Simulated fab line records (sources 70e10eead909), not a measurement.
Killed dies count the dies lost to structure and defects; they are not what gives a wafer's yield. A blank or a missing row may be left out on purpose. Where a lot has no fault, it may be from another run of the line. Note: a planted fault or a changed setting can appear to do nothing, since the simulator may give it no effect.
A struck lot beside a sound one + flow nand-harc + 15 out of 1159 route steps
Sound: the wafers L136.2, L136.4, L136.5. The struck wafers were L154.2, L154.5, L154.6. The cause is given at the end.
Order at every step that has rows: each side's tool, ch and its chambers, its first start. Under that, the readings that differ: sound wafers + struck wafers + difference of the means + sigmas: that difference in standard deviations of wafers without a fault.
alike: same words and numbers on both sides, and readings whose means sit less than 2 such deviations apart. not compared: any withheld reading, any reading some wafer has no value for, any bound like >300 that may hide the same value, and any number with overlapping values for which the record gives no deviation.
The two part at a step that has a row with sigmas, a row that says differs or no value, or rows on one side only. Numbers that don't overlap but have no deviation are shown without sigmas and don't part them. A reading missing from all wafers of one side parts the sides only when that side holds two or more wafers.

first, 1 step without rows for these wafers: NHARC_A_ONON_D1_DEP_09 (target thk 1000 nm).
NHARC_A_ONON_D1_THK_MEAS_11: measures by ellipsometry.
  struck on film-metro-01, day 11 20:49; sound on film-metro-01, day 7 01:57
  alike: thk-nm
then, 1 step without rows for these wafers: NHARC_A_ONON_D1_DEP_12 (target thk 1000 nm).
NHARC_A_ONON_D1_THK_MEAS_14: measures by ellipsometry.
  struck on film-metro-01, day 11 21:23; sound on film-metro-01, day 7 02:31
| reading     | sound       | struck         | difference | sigmas |
|-------------|-------------|----------------|------------|--------|
| thk-nm (nm) | 990 988 987 | 1003 1004 1005 | +16        | +2     |
then, 2 steps without rows for these wafers: NHARC_A_ONON_D1_ANNEAL_15 (time 3600 s); NHARC_A_ONON_D1_DEP_16 (target thk 1000 nm).
NHARC_A_ONON_D1_THK_MEAS_18: measures by ellipsometry.
  struck on film-metro-01, day 12 04:22; sound on film-metro-01, day 7 09:40
| reading     | sound       | struck         | difference | sigmas |
|-------------|-------------|----------------|------------|--------|
| thk-nm (nm) | 989 990 991 | 1012 1011 1011 | +21        | +3     |
then, 1 step without rows for these wafers: NHARC_A_ONON_D1_DEP_19 (target thk 1000 nm).
NHARC_A_ONON_D1_THK_MEAS_21: measures by ellipsometry.
  struck on film-metro-02, day 12 04:55; sound on film-metro-02, day 7 10:21
  alike: thk-nm
then, 1 step without rows for these wafers: NHARC_A_ONON_D1_DEP_22 (target thk 1000 nm).
NHARC_A_ONON_D1_THK_MEAS_24: measures by ellipsometry.
  struck on film-metro-02, day 12 05:30; sound on film-metro-01, day 7 10:55
  alike: thk-nm
NHARC_A_ONON_D1_DEP_25: target thk 1000 nm.
  sound on pecvd-onon-04 ch 0, day 7 11:03; struck on pecvd-onon-01 ch 0, day 12 05:37
NHARC_A_ONON_D1_THK_MEAS_27: measures by ellipsometry.
  struck on film-metro-01, day 12 06:04; sound on film-metro-02, day 7 11:29
| reading     | sound          | struck      | difference | sigmas |
|-------------|----------------|-------------|------------|--------|
| thk-nm (nm) | 1014 1011 1013 | 661 661 661 | -352       | -49    |
then, 2 steps without rows for these wafers: NHARC_A_ONON_D1_DEP_28 (target thk 1000 nm); NHARC_END_SORT_01.

WHERE THEY PART
First at NHARC_A_ONON_D1_THK_MEAS_14; last, within this record, at NHARC_A_ONON_D1_THK_MEAS_27.

WHY: the cause the simulator had injected
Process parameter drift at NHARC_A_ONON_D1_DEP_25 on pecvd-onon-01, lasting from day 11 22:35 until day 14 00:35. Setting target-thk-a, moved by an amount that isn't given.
